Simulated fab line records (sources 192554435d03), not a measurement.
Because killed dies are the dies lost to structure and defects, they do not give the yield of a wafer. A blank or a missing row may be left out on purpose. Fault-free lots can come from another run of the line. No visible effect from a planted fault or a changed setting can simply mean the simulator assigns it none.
2 desks, one fault -- flow n5 finfet -- numbers are kept per desk, each desk with only its own; the story behind them comes last

== AT THE TOOL OWNER'S DESK: litho track-02 ==
The tool's own readings at N5_MOL_CONTACT_COAG_DEVELOP_83 (develop time 30 s): means of the sampled wafers that have a number, for each lot that ran on this tool. The brackets show how far a lot's mean lies from the usual mean; more than 4 standard deviations puts the lot out of limits, marked OUT.
Columns: A = chill plate temp C at N5_MOL_CONTACT_COAG_DEVELOP_83, usual 23.01 C
lot,first seen here,A
L352,day 10 07:07,23.09
This desk's finding: nothing out of limits on the one lot.

== AT THE METROLOGY DESK ==
Lot by lot, what the gauges showed, no matter which tool ran the lot: averages of those sampled wafers that carry a number. The brackets show how far a lot's mean lies from the usual mean; more than 4 standard deviations puts the lot out of limits, marked OUT.
Columns: A = MD_CAP_THK at N5_MOL_CONTACT_COAG_THK_MEAS_29, usual 17.89 nm; B = cd nm at N5_MOL_CONTACT_COAG_CD_MEAS_84, usual 25.23 nm
lot,first seen here,A,B
L331,day 5 00:53,17.87,25.24
L335,day 6 02:53,17.87,-
L336,day 6 08:21,17.87,-
L337,day 6 12:08,17.86,-
L346,day 9 01:03,17.83,25.16
L352,day 10 06:04,17.86,25.43
L353,day 10 12:24,17.95,25.32
This desk found nothing out of limits on any of the 7 lots.

== ALL TOGETHER ==
The tool owner's desk saw nothing out of limits.
Nothing out of limits was seen by the metrology desk.

== WHAT THE SIMULATOR PUT IN ==
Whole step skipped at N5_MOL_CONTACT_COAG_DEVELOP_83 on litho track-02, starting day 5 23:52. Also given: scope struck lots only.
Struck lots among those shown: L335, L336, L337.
